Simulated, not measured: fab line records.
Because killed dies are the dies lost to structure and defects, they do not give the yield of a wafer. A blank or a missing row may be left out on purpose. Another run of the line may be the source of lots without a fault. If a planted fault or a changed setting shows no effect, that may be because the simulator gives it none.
Lot-split experiment ; flow n5Finfet ; 39 wafers read across 7 lots, on a route 1938 steps long

SPLIT DETAILS
At N5_BEOL_M11_TRENCH_ETCH_37 (etches SiCOH lowk in C4F6/O2, target depth 148.83 nm, time 48 s), the setting targetDepthA was moved away from the recipe's 1488.3 angstrom on 12 of the 39 wafers read, by -39.3% to +45.4%. All remaining wafers had this setting at the recipe value.

FROM THE SPLIT TO THE READING: what the file shows between them, 8 steps
- N5_BEOL_M11_ETCH_41: etches SiCN in CH3F/O2, target depth 42.6 nm, time 86 s
- N5_BEOL_M11_STRIP_77: strips in N2/H2, time 10 s
- N5_BEOL_M11_OCD_MEAS_38
- N5_BEOL_M11_HM_STRIP_39: strips TiN in peroxide tin strip, target depth 25 nm, time 158 s
- N5_BEOL_M11_SRD_40: time 30 s
- N5_BEOL_M11_ECD_50: material Cu, target thk 318 nm
- N5_BEOL_M11_ANNEAL_51: time 90 s
- N5_BEOL_M11_CMP_52: polishes, stops on SiCOH lowk, t overpolish 7 s, target thk 140 nm

THE READING
M11_THK, in nm, at N5_BEOL_M11_THK_MEAS_53 (measures by xrf). A value of 137.3 nm with a standard deviation of 2.6 nm is what fault-free wafers of this fab line usually give.

wafer;tool, chamber at the split;targetDepthA as run, angstrom;against the recipe;M11_THK, nm;against lot-mates on the recipe
L077.1;rieDiel-06, 3;903.2;-39.3%;80.2;-55.8
L077.2;rieDiel-06, 0;903.2;-39.3%;80.4;-55.6
L077.3;rieDiel-06, 2;1488.3;recipe;136.4;-
L077.4;rieDiel-06, 1;903.2;-39.3%;79.5;-56.5
L077.5;rieDiel-06, 1;1488.3;recipe;136.1;-
L077.6;rieDiel-06, 2;1488.3;recipe;135.5;-
L078.1;rieDiel-06, 1,3;1488.3;recipe;132.8;-
L078.2;rieDiel-06, 3;1488.3;recipe;133.2;-
L078.3;rieDiel-06, 0;1488.3;recipe;136.9;-
L078.4;rieDiel-06, 2;1488.3;recipe;132.4;-
L078.5;rieDiel-06, 2;1488.3;recipe;132.5;-
L078.6;rieDiel-06, 1,3;1488.3;recipe;133.1;-
L080.1;rieDiel-04, 0;2008;+34.9%;191.4;+53.9
L080.2;rieDiel-04, 2;2008;+34.9%;193.4;+55.9
L080.3;rieDiel-04, 3;1488.3;recipe;135.7;-
L080.4;rieDiel-04, 2;1488.3;recipe;139.2;-
L080.5;rieDiel-04, 0;2008;+34.9%;193.5;+56.0
L080.6;rieDiel-04, 3;1488.3;recipe;137.7;-
L082.1;rieDiel-04, 3;2136;+43.5%;201.7;+60.9
L082.2;rieDiel-04, 2;1488.3;recipe;140.4;-
L082.3;rieDiel-04, 0;1488.3;recipe;140.1;-
L082.4;rieDiel-04, 2;1488.3;recipe;141.9;-
L082.5;rieDiel-04, 0;2136;+43.5%;205.6;+64.8
L082.6;rieDiel-04, 3;2136;+43.5%;200.9;+60.1
L084.1;rieDiel-06, 3;1488.3;recipe;134.4;-
L084.2;rieDiel-06, 0;1488.3;recipe;140.5;-
L084.3;rieDiel-06, 2;1488.3;recipe;135.5;-
L084.4;rieDiel-06, 1;1488.3;recipe;136.3;-
L084.5;rieDiel-06, 0;1488.3;recipe;138.0;-
L084.6;rieDiel-06, 1;1488.3;recipe;135.5;-
L094.3;rieDiel-06, 3;1488.3;recipe;135.4;-
L094.5;rieDiel-06, 1;1488.3;recipe;135.7;-
L094.6;rieDiel-06, 0;1488.3;recipe;138.1;-
L096.1;rieDiel-05, 3;2164;+45.4%;199.1;+64.8
L096.2;rieDiel-05, 2;1488.3;recipe;135.8;-
L096.3;rieDiel-05, 2;1488.3;recipe;135.1;-
L096.4;rieDiel-05, 3;2164;+45.4%;199.3;+65.0
L096.5;rieDiel-05, 2;2164;+45.4%;200.5;+66.2
L096.6;rieDiel-05, 3;1488.3;recipe;132.0;-
If several chambers appear in one row, that row covers several wafers at once and the file leaves open which wafer was in which chamber.

FIT RESULTS
A straight line over all 39 wafers: M11_THK changes by +1.48 nm for each +1% of targetDepthA; r = +1.00; the points scatter about the line by 3 nm.
The same after taking each lot's own level away (the mean of its wafers on the recipe; 39 wafers): +1.45 nm for each +1%; r = +1.00; scatter 2 nm.
On that fit, the largest move of targetDepthA shifts the reading by 66 nm.
The lots' own levels span 133.48 to 140.80 nm, that is 2.8 times the standard deviation above.
Hence the lot-to-lot level has little effect on the slope; both slopes agree.
Check: for one of the wafers moved furthest among these (+45.4%), held out of the fit, the line's prediction against its lot-mates is +66.4 nm. Against them it came out at +64.8 nm.

THE WHOLE CHAIN: every reading that the file lists as answering this split, in the file's order
step;what it does;reading;change (the file's fit);r (the file's)
N5_BEOL_M11_TRENCH_ETCH_37;etches SiCOH lowk in C4F6/O2, target depth 148.83 nm, time 48 s;etch.depthNm (the simulator's own value, which no gauge read);+1.49 nm for each +1% of the setting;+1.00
N5_BEOL_M11_TRENCH_ETCH_37;etches SiCOH lowk in C4F6/O2, target depth 148.83 nm, time 48 s;BEOL_M11.featureDepthNm (the simulator's own value, which no gauge read);+1.49 nm for each +1% of the setting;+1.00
N5_BEOL_M11_TRENCH_ETCH_37;etches SiCOH lowk in C4F6/O2, target depth 148.83 nm, time 48 s;TiN_of_BEOL_M11_HM_DEP_02.thkNm (the simulator's own value, which no gauge read);-0.0399 nm for each +1% of the setting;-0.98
N5_BEOL_M11_OCD_MEAS_38;;trenchDepthNm;+1.49 nm for each +1% of the setting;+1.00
N5_BEOL_M11_CMP_52;polishes, stops on SiCOH lowk, t overpolish 7 s, target thk 140 nm;Cu_of_BEOL_M11_ECD_50.thkNm (the simulator's own value, which no gauge read);+1.49 nm for each +1% of the setting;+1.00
N5_BEOL_M11_THK_MEAS_53;measures by xrf;M11_THK;+1.46 for each +1% of the setting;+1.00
N5_BEOL_M11_RS_MEAS_57;measures by four-point-probe;M11_RS;not straight: 0.281 at the lowest setting, 0.153 at the recipe, 0.100 at the highest;not given

FILE'S OWN FIT
M11_THK changes by +1.46 nm for each +1% of targetDepthA, r = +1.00.
